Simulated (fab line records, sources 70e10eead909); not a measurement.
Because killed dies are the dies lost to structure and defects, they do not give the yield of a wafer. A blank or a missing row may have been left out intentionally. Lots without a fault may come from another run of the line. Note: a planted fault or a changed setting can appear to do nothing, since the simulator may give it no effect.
Matching of chambers / flow nand-harc / pecvd-02 running NHARC_P_M1_DEP_33: 3 sister chambers
The step deposits SiCN, target thk 30 nm. 27 wafers are shown with their chamber, then 12 later ones without.

## EACH WAFER AND ITS CHAMBER
wafer=L075.1; chamber=0; heater-power-w (W)=550
wafer=L075.3; chamber=1; heater-power-w (W)=564
wafer=L075.4; chamber=0; heater-power-w (W)=545
wafer=L078.1; chamber=2; heater-power-w (W)=370
wafer=L078.3; chamber=0; heater-power-w (W)=599
wafer=L078.4; chamber=0; heater-power-w (W)=591
wafer=L078.2; chamber=1; heater-power-w (W)=503
wafer=L078.5; chamber=2; heater-power-w (W)=377
wafer=L078.6; chamber=1; heater-power-w (W)=512
wafer=L077.2; chamber=0; heater-power-w (W)=520
wafer=L077.3; chamber=1; heater-power-w (W)=567
wafer=L077.4; chamber=2; heater-power-w (W)=446
wafer=L077.1; chamber=2; heater-power-w (W)=444
wafer=L077.5; chamber=0; heater-power-w (W)=512
wafer=L077.6; chamber=1; heater-power-w (W)=567
wafer=L081.1; chamber=0; heater-power-w (W)=632
wafer=L081.2; chamber=2; heater-power-w (W)=505
wafer=L081.6; chamber=0; heater-power-w (W)=635
wafer=L083.1; chamber=2; heater-power-w (W)=471
wafer=L083.2; chamber=0; heater-power-w (W)=525
wafer=L083.6; chamber=2; heater-power-w (W)=462
wafer=L084.1; chamber=0; heater-power-w (W)=538
wafer=L084.3; chamber=2; heater-power-w (W)=478
wafer=L084.4; chamber=0; heater-power-w (W)=541
wafer=L086.2; chamber=1; heater-power-w (W)=541
wafer=L086.4; chamber=1; heater-power-w (W)=537
wafer=L086.5; chamber=2; heater-power-w (W)=457

SIGNATURES, as means of the wafers listed above
reading=heater-power-w; chamber 0=562.55; chamber 1=541.57; chamber 2=445.56; scatter within a chamber=40.7
Rule: for each reading, subtract the chamber's mean from the wafer's reading, divide by that reading's scatter and square the result; add these up over the readings and take the root, which gives the wafer's distance from the chamber. The wafer belongs to the nearest chamber; if the next one is less than 2 further off, it can't be placed. The scatter: the root of (the sum of the squares of (reading less its chamber's mean) over the shown wafers, divided by (wafers less chambers)).

## WAFERS MISSING THEIR CHAMBER
wafer=L086.1; heater-power-w (W)=456
wafer=L086.3; heater-power-w (W)=524
wafer=L086.6; heater-power-w (W)=525
wafer=L090.3; heater-power-w (W)=553
wafer=L090.5; heater-power-w (W)=608
wafer=L090.6; heater-power-w (W)=562
wafer=L093.3; heater-power-w (W)=432
wafer=L093.4; heater-power-w (W)=419
wafer=L093.6; heater-power-w (W)=654
wafer=L096.2; heater-power-w (W)=456
wafer=L096.3; heater-power-w (W)=529
wafer=L096.6; heater-power-w (W)=514

## CHAMBER TAKEN BY EACH
wafer=L086.1; from the rows above=can't be placed: 2 or 1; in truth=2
wafer=L086.3; from the rows above=can't be placed: 1 or 0 or 2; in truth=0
wafer=L086.6; from the rows above=can't be placed: 1 or 0 or 2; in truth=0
wafer=L090.3; from the rows above=can't be placed: 0 or 1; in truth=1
wafer=L090.5; from the rows above=can't be placed: 0 or 1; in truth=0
wafer=L090.6; from the rows above=can't be placed: 0 or 1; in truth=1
wafer=L093.3; from the rows above=2; in truth=2
wafer=L093.4; from the rows above=2; in truth=2
wafer=L093.6; from the rows above=can't be placed: 0 or 1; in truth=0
wafer=L096.2; from the rows above=can't be placed: 2 or 1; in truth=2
wafer=L096.3; from the rows above=can't be placed: 1 or 0 or 2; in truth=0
wafer=L096.6; from the rows above=can't be placed: 1 or 0 or 2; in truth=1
2 of 12 placed correctly. From these rows, 10 cannot be placed; in 10 the true chamber is one of the candidates. Placed wrongly: 0.
